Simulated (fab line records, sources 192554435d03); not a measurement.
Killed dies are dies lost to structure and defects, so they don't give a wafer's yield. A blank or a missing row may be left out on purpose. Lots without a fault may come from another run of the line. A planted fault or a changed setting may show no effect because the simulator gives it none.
fab line records | flow n5_finfet | part 1 of 2: steps 1 to 15 of 26
record lots=5 wafers=15 last_day=17
route steps=1938 shown BEOL_M0_SAQP@666
lots that met no fault: from a run of the same line without faults
start_h: hours from the record's first day to the start of the lot's first wafer shown | wait_h: hours since the lot's step before | " the same as in the row above | L1.1+2: a row that stands for several wafers | - no value, or no start given | * or withheld: withheld | < > ~ a bound
route shown NAME@n: a module of which the file shows steps, and the number in the route of the first | usual: mean/standard deviation of fault-free wafers | same: alike in all rows | chamber/n: place in a boat | sites: the reading at each site | _std_site: their standard deviation | _edge_site: outer sites' mean less inner sites' | radius_mm: how far each site lies from the wafer's centre | mask NAME#n: copy n | behind: the tool/chamber that last shaped the wafer | hold: why the lot was held/for how many hours/how that ended | device: the transistor (n, p or np) that didn't switch | end of line: the same wafers' tests at the end of the route | a step without rows: its recipe alone | killed: dies lost to structure and defects at the first sort, not the wafer's yield | map: a wafer's dies, x killed, . not, _ none there
set.NAME: the setting as run; set.NAME@STEP: as run at that earlier step | model.NAME: the simulator's own value behind a step, which no gauge read
lots at some steps of the route; a table a step, a row a wafer
services: from which hour (start_h, from the record's first day; less than 0 if before it) a tool's chamber was out of use, for how many hours, and why
## steps
# step N5_BEOL_M0_SAQP_CD_MEAS_25
# recipe target_cd_nm=13.1 landing_energy_ev=1000 detector=se_inlens
# usual cd_nm=12.78/0.25
# columns lot.wafer tool chamber start_h wait_h cd_nm
L077.3 cd_sem-01 0 129.18 0.1 12.68
L077.4 " 0 " " 12.91
L077.6 " 0 " " 12.86
L084.3 cd_sem-03 0 169.69 0.1 12.76
L084.5 " 0 " " 12.83
L084.6 " 0 " " 12.55
L089.1 cd_sem-01 0 201.15 0.1 12.71
L089.4 " 0 " " 12.51
L089.5 " 0 " " 12.93
L093.2 cd_sem-02 0 226.15 0.1 12.48
L093.5 " 0 " " 12.77
L093.6 " 0 " " 12.84
L096.4 cd_sem-03 0 244.55 0.1 12.86
L096.5 " 0 " " 12.70
L096.6 " 0 " " 12.85
# step N5_BEOL_M0_SAQP_ETCH_101
# recipe chemistry=CH3F/O2 target=SiNx mask_material=SiO2 target_depth_a=299 time_s=42.7 pressure_mtorr=30 source_w=395 bias_w=73 Ar_flow_sccm=150 CH3F_flow_sccm=30 O2_flow_sccm=20 ion_energy_ev=120
# usual drypump_motor_current_A=5.76/0.27 oes_f_703_au=0.78/0.073 oes_o_777_au=0.78/0.073 oes_product_au=0.78/0.075 rf_vpp_V=299/5.9 showerhead_plenum_p_Torr=2.00/0.066 throttle_valve_pct=16.39/0.19
# columns lot.wafer tool chamber start_h wait_h drypump_motor_current_A oes_f_703_au oes_o_777_au oes_product_au rf_hours_counter_h rf_vpp_V showerhead_plenum_p_Torr throttle_valve_pct
L077.3 rie_diel-06 2 129.22 0.0 5.50 0.69 0.71 0.69 194 296 1.98 16.26
L077.4 " 0 " " 5.83 0.76 0.74 0.74 136 292 2.01 16.57
L077.6 " 0 " " 5.84 0.76 0.74 0.74 - 289 2.01 16.57
L084.3 rie_diel-06 0 169.72 0.0 5.82 0.75 0.73 0.74 149 291 2.00 16.59
L084.5 " 3 " " 5.83 0.90 0.90 0.92 - 296 2.04 16.49
L084.6 " 0 " " 5.82 0.75 0.73 0.73 - 289 2.00 16.59
L089.1 rie_diel-05 2 201.19 0.0 5.59 0.88 0.86 0.86 61 295 2.03 16.20
L089.4 " 0 " " 5.85 0.80 0.79 0.77 152 295 1.92 16.61
L089.5 " 2 " " 5.58 0.88 0.86 0.86 - 298 2.03 16.22
L093.2 rie_diel-03 0 226.26 0.1 5.40 0.69 0.69 0.71 213 302 1.97 16.50
L093.5 " 1 " " 6.20 0.72 0.72 0.70 - 300 1.90 16.58
L093.6 " 0 " " 5.38 0.69 0.69 0.71 - 302 1.97 16.50
L096.4 rie_diel-05 3 244.59 0.0 6.13 0.83 0.83 0.87 35 307 2.12 16.42
L096.5 " 1 " " 5.72 0.70 0.70 0.72 - 305 1.97 16.06
L096.6 " 0 " " 5.84 0.78 0.79 0.75 - 293 1.91 16.62
# step N5_BEOL_M0_SAQP_ETCH_102
# recipe chemistry=CF4 target=SiO2 target_depth_a=40 ion_energy_ev=350 time_s=4.4 pressure_mtorr=10 icp_w=800 bias_w=400 cf4_flow_sccm=80
# usual cf4_flow_sccm=79.96/0.24 drypump_motor_current_A=5.8/0.54 oes_product_au=1.014/0.022 throttle_valve_pct=21.75/0.29
# columns lot.wafer tool chamber start_h wait_h cf4_flow_sccm drypump_motor_current_A oes_product_au rf_hours_counter_h throttle_valve_pct
L077.3 rie_si-06 0 129.32 0.1 79.74 6.7 1.022 169 22.01
L077.4 " 2 " " 79.96 5.0 1.024 21 22.02
L077.6 " 3 " " 79.96 5.5 1.025 - 21.64
L084.3 rie_si-04 2 169.83 0.1 79.81 5.4 1.016 137 21.98
L084.5 " 1 " " 79.79 5.8 1.003 - 21.92
L084.6 " 0 " " 80.01 6.0 1.010 - 21.68
L089.1 rie_si-06 1 201.29 0.1 80.03 6.7 1.033 108 21.65
L089.4 " 0 " " 79.95 6.7 1.019 171 22.03
L089.5 " 0 " " 79.83 6.7 1.025 - 22.03
L093.2 rie_si-04 3 226.37 0.1 79.92 5.7 0.992 120 22.43
L093.5 " 0 " " 80.27 6.0 1.004 - 21.66
L093.6 " 1 " " 79.67 5.8 0.988 - 21.90
L096.4 rie_si-01 2 244.69 0.1 79.80 5.6 1.050 160 21.44
L096.5 " 1 " " 79.85 5.2 0.995 - 21.50
L096.6 " 2 " " 79.88 5.6 1.060 - 21.44
# step N5_BEOL_M0_SAQP_MANDREL_ETCH_103
# recipe chemistry=HBr/Cl2 target=a-Si target_depth_a=450 bt_time_s=10 stop_on=SiCN mask_material=SiO2 over_etch_frac=0.8 time_s=27 pressure_mtorr=10 icp_w=800 bias_w=75 HBr_flow_sccm=150 Cl2_flow_sccm=80 ends=end_point
# usual drypump_motor_current_A=5.8/0.54 oes_product_au=0.689/0.012 throttle_valve_pct=35.4/0.32
# columns lot.wafer tool chamber start_h wait_h drypump_motor_current_A oes_product_au rf_hours_counter_h throttle_valve_pct
L077.3 rie_si-06 0 129.36 0.0 6.7 0.702 169 35.9
L077.4 " 2 " " 5.0 0.705 21 35.8
L077.6 " 3 " " 5.5 0.711 - 35.4
L084.3 rie_si-04 2 169.86 0.0 5.4 0.680 137 35.4
L084.5 " 1 " " 5.8 0.707 - 35.5
L084.6 " 0 " " 6.0 0.694 - 35.3
L089.1 rie_si-06 1 201.33 0.0 6.7 0.685 108 35.0
L089.4 " 0 " " 6.7 0.702 171 35.9
L089.5 " 0 " " 6.7 0.705 - 35.9
L093.2 rie_si-04 3 226.41 0.0 5.7 0.683 120 36.0
L093.5 " 0 " " 6.0 0.687 - 35.3
L093.6 " 1 " " 5.8 0.687 - 35.5
L096.4 rie_si-01 2 244.73 0.0 5.6 0.693 160 35.1
L096.5 " 1 " " 5.2 0.670 - 35.2
L096.6 " 2 " " 5.6 0.702 - 35.1
# step N5_BEOL_M0_SAQP_RECESS_104
# recipe chemistry=HF/NH3 target=SiO2 target_depth_a=180 afs_cycles=3 temp_c=30 sublimation_temp_c=180 sublimation_time_s=60
# usual drypump_motor_current_A=5.5/0.34 sublimation_temp_c=179.98/0.17
# columns lot.wafer tool chamber start_h wait_h drypump_motor_current_A sublimation_temp_c
L077.3 vapor_etch-02 0 129.56 0.2 6.0 180.03
L077.4 " 1 " " 5.1 180.08
L077.6 " 1 " " 5.1 180.04
L084.3 vapor_etch-01 1 170.06 0.2 5.6 179.91
L084.5 " 1 " " 5.6 179.94
L084.6 " 0 " " 5.5 179.97
L089.1 vapor_etch-01 1 201.41 0.1 5.6 179.77
L089.4 " 0 " " 5.5 179.78
L089.5 " 1 " " 5.6 179.83
L093.2 vapor_etch-02 1 226.49 0.1 5.1 180.23
L093.5 " 1 " " 5.1 180.32
L093.6 " 0 " " 6.0 180.19
L096.4 vapor_etch-01 1 244.93 0.2 5.6 179.90
L096.5 " 0 " " 5.5 179.97
L096.6 " 1 " " 5.6 179.89
# step N5_BEOL_M0_SAQP_COAT_105
# recipe resist=SOC temp_c=250 time_s=60 spin_rpm=1500 resist_thk_nm=100
# usual dispense_pressure_kPa=52.6/3
# columns lot.wafer tool chamber start_h wait_h dispense_pressure_kPa
L077.3 litho_track-05 0 129.83 0.2 48.8
L077.4 " 0 " " 48.8
L077.6 " 0 " " 48.8
L084.3 litho_track-04 0 170.34 0.2 56.8
L084.5 " 0 " " 56.8
L084.6 " 0 " " 56.8
L089.1 litho_track-01 0 201.79 0.3 53.5
L089.4 " 0 " " 53.5
L089.5 " 0 " " 53.5
L093.2 litho_track-01 0 226.87 0.3 53.5
L093.5 " 0 " " 53.5
L093.6 " 0 " " 53.5
L096.4 litho_track-05 0 245.20 0.2 48.8
L096.5 " 0 " " 48.8
L096.6 " 0 " " 48.8
# step N5_BEOL_M0_SAQP_ETCH_106
# recipe chemistry=N2/H2 target=SOC target_depth_a=1500 stop_on=SiNx ion_energy_ev=100 bias_w=61 pressure_mtorr=30 source_w=850 n2_flow_sccm=200 h2_flow_sccm=200
# usual drypump_motor_current_A=5.76/0.24 oes_product_au=0.77/0.074 rf_vpp_V=240.9/1.3 showerhead_plenum_p_Torr=2.56/0.081 throttle_valve_pct=17.86/0.18
# columns lot.wafer tool chamber start_h wait_h drypump_motor_current_A oes_product_au rf_hours_counter_h rf_vpp_V showerhead_plenum_p_Torr throttle_valve_pct
L077.3 rie_diel-05 0 129.89 - 5.87 0.77 128 239.4 2.44 17.88
L077.4 " 1 " " 5.72 0.74 - 240.8 2.53 17.47
L077.6 " 2 " " 5.55 0.87 - 241.2 2.58 17.62
L084.3 rie_diel-05 3 170.46 - 6.15 0.90 10 244.1 2.71 17.91
L084.5 " 3 " " 6.11 0.90 - 243.5 2.71 17.91
L084.6 " 2 " " 5.58 0.85 - 240.9 2.58 17.63
L089.1 rie_diel-06 0 201.86 - 5.83 0.72 158 242.2 2.52 18.01
L089.4 " 3 " " 5.83 0.88 43 239.7 2.59 17.98
L089.5 " 1 " " 5.92 0.73 - 242.7 2.65 17.96
L093.2 rie_diel-06 1 226.94 - 5.92 0.71 185 241.2 2.64 17.98
L093.5 " 2 " " 5.52 0.67 - 240.1 2.52 17.91
L093.6 " 3 " " 5.81 0.87 - 241.7 2.59 17.98
L096.4 rie_diel-05 0 245.29 - 5.84 0.74 169 239.0 2.42 17.96
L096.5 " 3 " " 6.14 0.85 - 243.0 2.70 17.97
L096.6 " 2 " " 5.59 0.83 - 241.8 2.57 17.65
# step N5_BEOL_M0_SAQP_ETCH_107
# recipe chemistry=CH3F/O2 target=SiNx target_depth_a=300 mask_material=SOC pressure_mtorr=30 source_w=395 bias_w=73 Ar_flow_sccm=150 CH3F_flow_sccm=30 O2_flow_sccm=20 ion_energy_ev=120
# usual drypump_motor_current_A=5.75/0.24 oes_f_703_au=0.79/0.078 oes_o_777_au=0.78/0.076 oes_product_au=0.79/0.079 rf_vpp_V=298/5.6 showerhead_plenum_p_Torr=2.01/0.063 throttle_valve_pct=16.38/0.19
# columns lot.wafer tool chamber start_h wait_h drypump_motor_current_A oes_f_703_au oes_o_777_au oes_product_au rf_hours_counter_h rf_vpp_V showerhead_plenum_p_Torr throttle_valve_pct
L077.3 rie_diel-05 0 129.95 0.0 5.85 0.81 0.82 0.79 129 294 1.92 16.54
L077.4 " 1 " " 5.74 0.72 0.72 0.76 - 305 1.99 16.00
L077.6 " 2 " " 5.57 0.91 0.90 0.89 - 297 2.03 16.17
L084.3 rie_diel-05 3 170.52 0.0 6.15 0.87 0.88 0.91 10 309 2.13 16.37
L084.5 " 3 " " 6.11 0.89 0.88 0.92 - 308 2.13 16.38
L084.6 " 2 " " 5.58 0.89 0.87 0.87 - 298 2.03 16.17
L089.1 rie_diel-06 0 201.92 0.0 5.83 0.74 0.73 0.73 158 290 2.00 16.60
L089.4 " 3 " " 5.83 0.89 0.89 0.90 44 294 2.04 16.51
L089.5 " 1 " " 5.89 0.74 0.75 0.73 - 300 2.07 16.46
L093.2 rie_diel-06 1 227.00 0.0 5.91 0.74 0.74 0.72 185 302 2.07 16.47
L093.5 " 2 " " 5.51 0.67 0.69 0.68 - 296 1.97 16.30
L093.6 " 3 " " 5.82 0.88 0.88 0.89 - 294 2.04 16.54
L096.4 rie_diel-05 0 245.35 0.0 5.84 0.79 0.78 0.75 169 295 1.91 16.62
L096.5 " 3 " " 6.14 0.82 0.83 0.86 - 307 2.12 16.41
L096.6 " 2 " " 5.55 0.87 0.85 0.86 - 296 2.02 16.22
# step N5_BEOL_M0_SAQP_STRIP_108
# recipe chemistry=N2/H2 power_w=500 temp_c=40 pressure_mtorr=50 rf_frequency_hz=6e+07 overash_fraction=0.3 bias_power_w=28 h2_frac=0.5 n2_flow_sccm=300 h2_flow_sccm=300
# usual drypump_motor_current_A=5.76/0.24 oes_product_au=0.78/0.079 rf_vpp_V=121.9/1 showerhead_plenum_p_Torr=3.38/0.1 throttle_valve_pct=19.01/0.23
# columns lot.wafer tool chamber start_h wait_h drypump_motor_current_A oes_product_au rf_hours_counter_h rf_vpp_V showerhead_plenum_p_Torr throttle_valve_pct
L077.3 rie_diel-05 0 129.99 0.0 5.85 0.77 129 120.8 3.23 18.69
L077.4 " 1 " " 5.74 0.74 - 121.9 3.35 18.81
L077.6 " 2 " " 5.58 0.86 - 122.0 3.41 18.77
L084.3 rie_diel-05 3 170.56 0.0 6.10 0.93 10 123.5 3.57 19.14
L084.5 " 3 " " 6.13 0.93 - 122.7 3.57 19.13
L084.6 " 2 " " 5.62 0.85 - 121.1 3.41 18.76
L089.1 rie_diel-06 0 201.96 0.0 5.86 0.72 158 123.1 3.33 19.19
L089.4 " 3 " " 5.81 0.91 44 121.0 3.42 19.04
L089.5 " 1 " " 5.88 0.72 - 122.0 3.49 19.08
L093.2 rie_diel-06 1 227.04 0.0 5.93 0.73 185 122.9 3.49 19.07
L093.5 " 2 " " 5.52 0.70 - 121.6 3.34 19.12
L093.6 " 3 " " 5.80 0.89 - 121.2 3.42 19.07
L096.4 rie_diel-05 0 245.39 0.0 5.84 0.74 169 120.8 3.21 18.75
L096.5 " 3 " " 6.16 0.87 - 124.1 3.56 19.17
L096.6 " 2 " " 5.59 0.84 - 122.1 3.40 18.80
# step N5_BEOL_M0_SAQP_RECESS_109
# recipe chemistry=HF/NH3 target=SiO2 target_depth_a=30 afs_cycles=1 temp_c=30 sublimation_temp_c=180 sublimation_time_s=60
# usual drypump_motor_current_A=5.53/0.29 sublimation_temp_c=179.98/0.19
# columns lot.wafer tool chamber start_h wait_h drypump_motor_current_A sublimation_temp_c
L077.3 vapor_etch-01 0 130.09 0.1 5.47 180.05
L077.4 " 1 " " 5.54 179.88
L077.6 " 1 " " 5.55 179.46
L084.3 vapor_etch-02 0 170.66 0.1 5.95 179.69
L084.5 " 1 " " 5.08 180.23
L084.6 " 0 " " 5.99 179.97
L089.1 vapor_etch-01 0 202.02 0.0 5.47 180.15
L089.4 " 0 " " 5.46 180.18
L089.5 " 0 " " 5.45 180.02
L093.2 vapor_etch-02 0 227.10 0.0 5.98 180.08
L093.5 " 1 " " 5.10 180.18
L093.6 " 0 " " 5.95 179.89
L096.4 vapor_etch-01 0 245.57 0.2 5.44 179.94
L096.5 " 0 " " 5.48 180.15
L096.6 " 1 " " 5.58 180.28
# step N5_BEOL_M0_SAQP_SPACER2_ALD_26
# recipe material=SiO2 target_thk_a=150 temp_c=300 ald_precursor_family=BDEAS ald_co_reactant=O2-plasma pulse_time_s=1 purge_time_s=2 co_reactant_purge_time_s=2 pressure_torr=2
# usual heater_power_w=446/55 precursor_pulse_height_rel=0.999/0.018
# columns lot.wafer tool chamber start_h wait_h heater_power_w precursor_pulse_height_rel
L077.3 ald_sin-03 1 130.19 0.1 477 0.980
L077.4 " 0 " " 413 1.019
L077.6 " 3 " " 433 1.002
L084.3 ald_sin-02 2 170.76 0.1 409 0.979
L084.5 " 0 " " 538 0.997
L084.6 " 3 " " 411 0.991
L089.1 ald_sin-03 0 203.69 1.6 408 1.001
L089.4 " 3 " " 429 1.036
L089.5 " 0 " " 422 0.989
L093.2 ald_sin-01 1 227.24 0.1 400 1.001
L093.5 " 3 " " 418 1.002
L093.6 " 0 " " 395 1.011
L096.4 ald_sin-03 0 245.67 0.1 422 0.960
L096.5 " 0 " " 432 1.024
L096.6 " 1 " " 510 1.003
# step N5_BEOL_M0_SAQP_SPACER2_ETCHBACK_27
# recipe chemistry=CHF3/O2 mode=anisotropic_etchback target=SiO2 target_depth_a=225 time_s=11.25 pressure_mtorr=30 source_w=650 bias_w=170 Ar_flow_sccm=200 CHF3_flow_sccm=50 O2_flow_sccm=5 ion_energy_ev=200
# usual drypump_motor_current_A=5.73/0.28 oes_f_703_au=0.77/0.077 oes_o_777_au=0.77/0.074 oes_product_au=0.77/0.078 rf_vpp_V=525/9.1 showerhead_plenum_p_Torr=2.41/0.069 throttle_valve_pct=18.98/0.19
# columns lot.wafer tool chamber start_h wait_h drypump_motor_current_A oes_f_703_au oes_o_777_au oes_product_au rf_hours_counter_h rf_vpp_V showerhead_plenum_p_Torr throttle_valve_pct
L077.3 rie_diel-05 0 130.74 0.3 5.84 0.81 0.80 0.79 129 518 2.32 19.10
L077.4 " 2 " " 5.58 0.90 0.88 0.90 - 525 2.45 18.73
L077.6 " 0 " " 5.86 0.81 0.79 0.80 - 517 2.32 19.13
L084.3 rie_diel-05 2 171.36 0.3 5.59 0.88 0.86 0.88 53 523 2.45 18.76
L084.5 " 0 " " 5.84 0.80 0.79 0.77 - 518 2.32 19.12
L084.6 " 1 " " 5.74 0.71 0.71 0.74 - 541 2.39 18.53
L089.1 rie_diel-06 0 204.23 0.3 5.82 0.74 0.73 0.73 159 511 2.41 19.14
L089.4 " 3 " " 5.79 0.89 0.89 0.90 44 519 2.45 19.08
L089.5 " 1 " " 5.93 0.74 0.75 0.72 - 532 2.50 19.03
L093.2 rie_diel-03 3 227.79 0.3 5.23 0.74 0.72 0.74 194 516 2.41 19.07
L093.5 " 1 " " 6.22 0.72 0.72 0.71 - 528 2.30 19.11
L093.6 " 3 " " 5.24 0.74 0.73 0.74 - 517 2.41 19.07
L096.4 rie_diel-03 1 246.25 0.3 6.25 0.72 0.71 0.70 - 526 2.29 19.12
L096.5 " 0 " " 5.40 0.69 0.69 0.70 - 533 2.38 19.04
L096.6 " 3 " " 5.22 0.73 0.71 0.73 - 515 2.41 19.08
# step N5_BEOL_M0_SAQP_MANDREL2_REMOVE_110
# recipe chemistry=HBr/Cl2/O2 bt_time_s=10 target=a-Si stop_on=SiCN endpoint=OES-SiCl over_etch_frac=1 icp_w=600 bias_w=30 HBr_flow_sccm=150 Cl2_flow_sccm=80 O2_flow_sccm=5 pressure_mtorr=10
# usual drypump_motor_current_A=5.7/0.51 oes_o_777_au=1.02/0.051 oes_product_au=1.012/0.015 throttle_valve_pct=36.7/0.33
# columns lot.wafer tool chamber start_h wait_h drypump_motor_current_A oes_o_777_au oes_product_au rf_hours_counter_h throttle_valve_pct
L077.3 rie_si-06 2 130.83 0.1 5.0 1.05 1.027 21 37.0
L077.4 " 3 " " 5.5 1.01 1.022 67 36.7
L077.6 " 0 " " 6.7 1.04 1.027 - 37.2
L084.3 rie_si-01 3 171.44 0.1 5.5 0.99 0.966 116 36.5
L084.5 " 3 " " 5.5 1.01 0.983 - 36.5
L084.6 " 2 " " 5.6 1.12 1.031 - 36.4
L089.1 rie_si-01 3 204.32 0.1 5.5 1.01 0.976 116 36.5
L089.4 " 2 " " 5.6 1.12 1.036 159 36.4
L089.5 " 1 " " 5.2 0.98 1.005 - 36.5
L093.2 rie_si-06 3 227.88 0.1 5.5 1.02 1.004 69 36.7
L093.5 " 3 " " 5.5 1.01 1.015 - 36.7
L093.6 " 0 " " 6.7 1.04 1.019 - 37.2
L096.4 rie_si-01 3 246.31 0.0 5.5 1.00 0.968 117 36.5
L096.5 " 0 " " 6.0 0.94 1.008 - 36.2
L096.6 " 3 " " 5.5 1.00 0.987 - 36.5
# step N5_BEOL_M0_SAQP_CD_MEAS_29
# recipe target_cd_nm=14.4 landing_energy_ev=1000 detector=se_inlens
# usual cd_nm=14.98/0.23
# columns lot.wafer tool chamber start_h wait_h cd_nm
L077.3 cd_sem-01 0 130.94 0.1 15.18
L077.4 " 0 " " 15.01
L077.6 " 0 " " 15.36
L084.3 cd_sem-02 0 171.56 0.1 14.90
L084.5 " 0 " " 14.67
L084.6 " 0 " " 15.04
L089.1 cd_sem-01 0 204.43 0.1 15.19
L089.4 " 0 " " 14.97
L089.5 " 0 " " 14.91
L093.2 cd_sem-01 0 227.99 0.1 15.35
L093.5 " 0 " " 15.33
L093.6 " 0 " " 15.33
L096.4 cd_sem-01 0 246.42 0.1 14.93
L096.5 " 0 " " 14.55
L096.6 " 0 " " 15.20
# step N5_BEOL_M0_SAQP_COAT_69
# recipe resist=SOC temp_c=250 time_s=60 spin_rpm=1500 resist_thk_nm=90
# usual dispense_pressure_kPa=53.3/2.9
# columns lot.wafer tool chamber start_h wait_h dispense_pressure_kPa
L077.3 litho_track-05 0 130.97 0.0 48.8
L077.4 " 0 " " 48.8
L077.6 " 0 " " 48.8
L084.3 litho_track-01 0 171.59 0.0 53.5
L084.5 " 0 " " 53.5
L084.6 " 0 " " 53.5
L089.1 litho_track-01 0 204.47 0.0 53.5
L089.4 " 0 " " 53.5
L089.5 " 0 " " 53.5
L093.2 litho_track-01 0 228.02 0.0 53.5
L093.5 " 0 " " 53.5
L093.6 " 0 " " 53.5
L096.4 litho_track-04 0 248.60 2.2 56.7
L096.5 " 0 " " 56.7
L096.6 " 0 " " 56.7
